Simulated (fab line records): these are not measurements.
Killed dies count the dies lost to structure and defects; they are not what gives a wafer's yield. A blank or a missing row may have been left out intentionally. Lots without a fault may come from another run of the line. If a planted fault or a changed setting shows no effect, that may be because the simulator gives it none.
Struck lot and sound lot, side by side    flow nand harc    17 steps out of a route of 1159
Sound: wafers L255.3, L255.4, L255.5. Struck: wafers L252.3, L252.4, L252.5. At the end, the cause is stated.
Each step with rows lists, per side, the tool, then ch with its chambers, then its first start. Under that, the readings that differ: sound wafers    struck wafers    difference of the means    sigmas: that difference in standard deviations of wafers without a fault.
alike: a reading whose means differ by less than 2 such deviations, as well as words and numbers matching on both sides. not compared: withheld readings; readings where some wafer has no value; bounds like >300 that might hide an equal value; numbers whose values overlap and for which the record gives no deviation.
Wherever a step has rows on one side only, a row that says differs or no value, or a row with sigmas, the two part there. Numbers that don't overlap but have no deviation are shown without sigmas and don't part them. A reading missing from all wafers of one side parts the sides only when that side holds two or more wafers.

NHARC_A_WL_FILL_INSPECT_15:
  sound on defect inspect-01, day 19 20:29; struck on defect inspect-01, day 19 16:17
  alike: raw defect count
NHARC_A_CONTACT_DEP_24: deposits SiO2, target thk 500 nm.
  sound on pecvd-03 ch 1,2, day 19 20:33; struck on pecvd-04 ch 0,1,2, day 19 16:29
  alike: heater power w, throttle valve pct
NHARC_A_CONTACT_DEP_28: deposits aC, target thk 3600 nm.
  sound on acl dep-01 ch 0, day 19 23:56; struck on acl dep-01 ch 0, day 19 19:50
  alike: throttle valve pct
NHARC_A_CONTACT_DEP_29: deposits SiON, target thk 70 nm.
  sound on pecvd-04 ch 0,1,2, day 20 01:26; struck on pecvd-03 ch 0,1,2, day 19 21:22
  alike: heater power w
then, 7 steps without rows for these wafers: NHARC_A_CONTACT_DEHYDRATE_32 (time 120 s); NHARC_A_CONTACT_HMDS_33 (time 30 s); NHARC_A_CONTACT_COAT_34 (time 75 s); NHARC_A_CONTACT_COAT_35 (time 65 s); NHARC_A_CONTACT_COAT_36 (resist thk 90 nm); NHARC_A_CONTACT_SOFTBAKE_37 (time 55 s); NHARC_A_CONTACT_EBR_38.
NHARC_A_CONTACT_EXPOSE_39: exposes mask A CC 3.
  sound on arfi scanner-03 ch 0, day 20 02:01; struck on arfi scanner-02 ch 0, day 19 21:54
reading               sound              struck             difference  sigmas
exposure dose mJ cm2  58.84 58.87 58.86  73.95 73.97 73.89  +15.08      +99 or more
  alike: mask
then, 2 steps without rows for these wafers: NHARC_A_CONTACT_PEB_40 (peb time 65 s); NHARC_A_CONTACT_DEVELOP_41 (develop time 35 s).
NHARC_A_CONTACT_CD_MEAS_42: the cd target is 200 nm.
  sound on cd sem-02 ch 0, day 20 02:08; struck on cd sem-03 ch 0, day 19 22:02
reading     sound              struck             difference  sigmas
cd nm (nm)  200.3 200.8 201.5  212.5 211.6 212.3  +11.3       +19
NHARC_A_CONTACT_OVL_MEAS_43:
  sound on overlay-01, day 20 02:14; struck on overlay-02, day 19 22:07
  alike: overlay x nm, overlay y nm
-- break in the record here, with 4 days between the starts of the struck wafers on either side (left off in module A_CONTACT, picked up again in module END, where the first step shown is number 1159 on the route) --
NHARC_END_SORT_01:
  sound on prober-01 ch 0, day 23 20:04; struck on prober-01 ch 0, day 23 12:20
  alike: killed at array, killed at other, killed at periphery, killed dies, killed open, killed short

== WHERE THEY PART ==
At NHARC_A_CONTACT_EXPOSE_39 first; at NHARC_A_CONTACT_CD_MEAS_42 last (within this record only). Later steps at which nothing parts them and some readings are alike: NHARC_A_CONTACT_OVL_MEAS_43, NHARC_END_SORT_01.

WHY: whatever the simulator had introduced
Process parameters drifting: arfi scanner-02 at NHARC_A_CONTACT_EXPOSE_39, beginning at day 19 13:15. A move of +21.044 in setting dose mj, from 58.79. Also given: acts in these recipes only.
